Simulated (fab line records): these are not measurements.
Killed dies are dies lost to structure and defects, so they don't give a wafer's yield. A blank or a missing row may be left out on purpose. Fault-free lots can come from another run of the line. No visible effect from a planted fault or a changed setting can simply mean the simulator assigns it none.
Commonality check across tools / flow nand_harc / 10 lots, 30 wafers sampled

WHY THIS WAS OPENED
Flagged at NHARC_A_CHANNEL_HOLE_D2_INSPECT_40: reading raw_defect_count, on 2 of 10 lots. No-fault wafers: 286, standard deviation 94.
Rule: a lot is flagged in two cases, either no wafer of it has a number, or all its wafers with numbers fall more than 4 standard deviations from that mean. The other lots count as sound.

lot=L372; measured=day 14 06:01; on=defect_inspect-01; raw_defect_count, wafer by wafer=535 520 641; flag=
lot=L373; measured=day 14 14:28; on=defect_inspect-01; raw_defect_count, wafer by wafer=1130 1094 1123; flag=FLAGGED
lot=L374; measured=day 15 17:19; on=defect_inspect-01; raw_defect_count, wafer by wafer=982 1000 961; flag=FLAGGED
lot=L384; measured=day 18 18:58; on=defect_inspect-02; raw_defect_count, wafer by wafer=182 160 192; flag=
lot=L387; measured=day 20 08:47; on=defect_inspect-01; raw_defect_count, wafer by wafer=353 298 224; flag=
lot=L385; measured=day 20 09:13; on=defect_inspect-01; raw_defect_count, wafer by wafer=334 248 318; flag=
lot=L391; measured=day 21 10:16; on=defect_inspect-01; raw_defect_count, wafer by wafer=316 215 257; flag=
lot=L390; measured=day 21 10:29; on=defect_inspect-01; raw_defect_count, wafer by wafer=229 223 129; flag=
lot=L392; measured=day 22 06:07; on=defect_inspect-01; raw_defect_count, wafer by wafer=205 138 153; flag=
lot=L393; measured=day 22 08:37; on=defect_inspect-01; raw_defect_count, wafer by wafer=419 380 395; flag=
The mean of the flagged lots' numbers is 1048, +762 from the usual (+8 standard deviations).

TOOL THAT RAN EACH LOT
Before the reading, the record contains 3 process steps out of a 1302-step route. Cell contents, in order: the tool; ch with the chambers the sampled wafers went through; the start.
lot=L372; flag=; NHARC_A_CHANNEL_HOLE_D2_ETCH_38=rie_diel-04 ch 0,1,3, day 13 22:06; NHARC_A_CHANNEL_HOLE_D2_ETCH_34=rie_diel-04 ch 0,2,3, day 14 03:13 or earlier; NHARC_A_CHANNEL_HOLE_D2_ETCH_25=har_etch-02 ch 0,1, day 14 03:13
lot=L373; flag=FLAGGED; NHARC_A_CHANNEL_HOLE_D2_ETCH_38=rie_diel-04 ch 0,2,3, day 14 07:40; NHARC_A_CHANNEL_HOLE_D2_ETCH_34=rie_diel-04 ch 0,1,2, day 14 11:47 or earlier; NHARC_A_CHANNEL_HOLE_D2_ETCH_25=har_etch-02 ch 0,1, day 14 11:47
lot=L374; flag=FLAGGED; NHARC_A_CHANNEL_HOLE_D2_ETCH_38=rie_diel-04 ch 0,1, day 15 10:32; NHARC_A_CHANNEL_HOLE_D2_ETCH_34=rie_diel-04 ch 0,1,2, day 15 14:31 or earlier; NHARC_A_CHANNEL_HOLE_D2_ETCH_25=har_etch-02 ch 0,1, day 15 14:31
lot=L384; flag=; NHARC_A_CHANNEL_HOLE_D2_ETCH_38=rie_diel-04 ch 0,1,3, day 18 12:09; NHARC_A_CHANNEL_HOLE_D2_ETCH_34=rie_diel-04 ch 2,3, day 18 16:08 or earlier; NHARC_A_CHANNEL_HOLE_D2_ETCH_25=har_etch-02 ch 0,1, day 18 16:08
lot=L387; flag=; NHARC_A_CHANNEL_HOLE_D2_ETCH_38=rie_diel-04 ch 0,1,3, day 19 23:58; NHARC_A_CHANNEL_HOLE_D2_ETCH_34=rie_diel-04 ch 0,2,3, day 20 05:56 or earlier; NHARC_A_CHANNEL_HOLE_D2_ETCH_25=har_etch-02 ch 0,1, day 20 05:56
lot=L385; flag=; NHARC_A_CHANNEL_HOLE_D2_ETCH_38=rie_diel-03 ch 0,1,2, day 20 00:26; NHARC_A_CHANNEL_HOLE_D2_ETCH_34=rie_diel-03 ch 0,2, day 20 06:04 or earlier; NHARC_A_CHANNEL_HOLE_D2_ETCH_25=har_etch-01 ch 0, day 20 06:04
lot=L391; flag=; NHARC_A_CHANNEL_HOLE_D2_ETCH_38=rie_diel-05 ch 2,3, day 21 03:28; NHARC_A_CHANNEL_HOLE_D2_ETCH_34=rie_diel-05 ch 1,2,3, day 21 07:29 or earlier; NHARC_A_CHANNEL_HOLE_D2_ETCH_25=har_etch-01 ch 0, day 21 07:29
lot=L390; flag=; NHARC_A_CHANNEL_HOLE_D2_ETCH_38=rie_diel-04 ch 1,2, day 21 03:41; NHARC_A_CHANNEL_HOLE_D2_ETCH_34=rie_diel-04 ch 1,2, day 21 07:50 or earlier; NHARC_A_CHANNEL_HOLE_D2_ETCH_25=har_etch-02 ch 1, day 21 07:50
lot=L392; flag=; NHARC_A_CHANNEL_HOLE_D2_ETCH_38=rie_diel-05 ch 0,3, day 21 22:35; NHARC_A_CHANNEL_HOLE_D2_ETCH_34=rie_diel-05 ch 1,3, day 22 03:19 or earlier; NHARC_A_CHANNEL_HOLE_D2_ETCH_25=har_etch-02 ch 0,1, day 22 03:19
lot=L393; flag=; NHARC_A_CHANNEL_HOLE_D2_ETCH_38=rie_diel-05 ch 0,1, day 22 01:49; NHARC_A_CHANNEL_HOLE_D2_ETCH_34=rie_diel-05 ch 0,3, day 22 05:50 or earlier; NHARC_A_CHANNEL_HOLE_D2_ETCH_25=har_etch-01 ch 0, day 22 05:50
What is done by these steps:
- NHARC_A_CHANNEL_HOLE_D2_ETCH_38: etches the open film in CF4, target depth 39 nm, time 65 s.
- NHARC_A_CHANNEL_HOLE_D2_ETCH_34: etches the open film in CF4/CHF3, target depth 154 nm, time 77 s.
- NHARC_A_CHANNEL_HOLE_D2_ETCH_25: etches the open film in C4F8/O2/Ar, time 1040.2 s, target depth 1500 nm.
- NHARC_A_CHANNEL_HOLE_D2_INSPECT_40

FLAGGED AGAINST TOTAL, ONE TOOL AT A TIME (gauges that did the reading follow at the end)
step=NHARC_A_CHANNEL_HOLE_D2_ETCH_38; tool=rie_diel-03; lots run=1; flagged=0; share of the flagged lots=none; sound lots run after its first flagged lot=-
step=NHARC_A_CHANNEL_HOLE_D2_ETCH_38; tool=rie_diel-04; lots run=6; flagged=2; share of the flagged lots=all; sound lots run after its first flagged lot=3 (L384,L387,L390)
step=NHARC_A_CHANNEL_HOLE_D2_ETCH_38; tool=rie_diel-05; lots run=3; flagged=0; share of the flagged lots=none; sound lots run after its first flagged lot=-
step=NHARC_A_CHANNEL_HOLE_D2_ETCH_34; tool=rie_diel-03; lots run=1; flagged=0; share of the flagged lots=none; sound lots run after its first flagged lot=-
step=NHARC_A_CHANNEL_HOLE_D2_ETCH_34; tool=rie_diel-04; lots run=6; flagged=2; share of the flagged lots=all; sound lots run after its first flagged lot=3 (L384,L387,L390)
step=NHARC_A_CHANNEL_HOLE_D2_ETCH_34; tool=rie_diel-05; lots run=3; flagged=0; share of the flagged lots=none; sound lots run after its first flagged lot=-
step=NHARC_A_CHANNEL_HOLE_D2_ETCH_25; tool=har_etch-01; lots run=3; flagged=0; share of the flagged lots=none; sound lots run after its first flagged lot=-
step=NHARC_A_CHANNEL_HOLE_D2_ETCH_25; tool=har_etch-02; lots run=7; flagged=2; share of the flagged lots=all; sound lots run after its first flagged lot=4 (L384,L387,L390,L392)
step=NHARC_A_CHANNEL_HOLE_D2_INSPECT_40; tool=defect_inspect-01; lots run=9; flagged=2; share of the flagged lots=all; sound lots run after its first flagged lot=6 (L387,L385,L391,L390,L392,L393)
step=NHARC_A_CHANNEL_HOLE_D2_INSPECT_40; tool=defect_inspect-02; lots run=1; flagged=0; share of the flagged lots=none; sound lots run after its first flagged lot=-
Because NHARC_A_CHANNEL_HOLE_D2_ETCH_34 lacks a start for some lots, the hours and order of its lots are taken from NHARC_A_CHANNEL_HOLE_D2_ETCH_25.

WHAT THE TABLE ALLOWS
4 rows of the table ran every flagged lot: rie_diel-04 at NHARC_A_CHANNEL_HOLE_D2_ETCH_38, rie_diel-04 at NHARC_A_CHANNEL_HOLE_D2_ETCH_34, har_etch-02 at NHARC_A_CHANNEL_HOLE_D2_ETCH_25, defect_inspect-01 at NHARC_A_CHANNEL_HOLE_D2_INSPECT_40.
- rie_diel-04 at NHARC_A_CHANNEL_HOLE_D2_ETCH_38 ran 6 lots, 2 of them flagged. Sound lots followed the first flagged one (L384, L387, L390) on it, something a lasting fault affecting the whole tool could not allow.
- rie_diel-04 at NHARC_A_CHANNEL_HOLE_D2_ETCH_34 ran 6 lots, 2 of them flagged. Sound lots followed the first flagged one (L384, L387, L390) on it, something a lasting fault affecting the whole tool could not allow.
- har_etch-02 at NHARC_A_CHANNEL_HOLE_D2_ETCH_25 ran 7 lots, 2 of them flagged. Sound lots followed the first flagged one (L384, L387, L390, L392) on it, something a lasting fault affecting the whole tool could not allow.
- defect_inspect-01 at NHARC_A_CHANNEL_HOLE_D2_INSPECT_40 ran 9 lots, 2 of them flagged. Sound lots followed the first flagged one (L387, L385, L391, L390, L392, L393) on it, something a lasting fault affecting the whole tool could not allow.
No row of the table ran every flagged lot and no sound lot after the first.

WHAT WAS PUT IN BY THE SIMULATOR
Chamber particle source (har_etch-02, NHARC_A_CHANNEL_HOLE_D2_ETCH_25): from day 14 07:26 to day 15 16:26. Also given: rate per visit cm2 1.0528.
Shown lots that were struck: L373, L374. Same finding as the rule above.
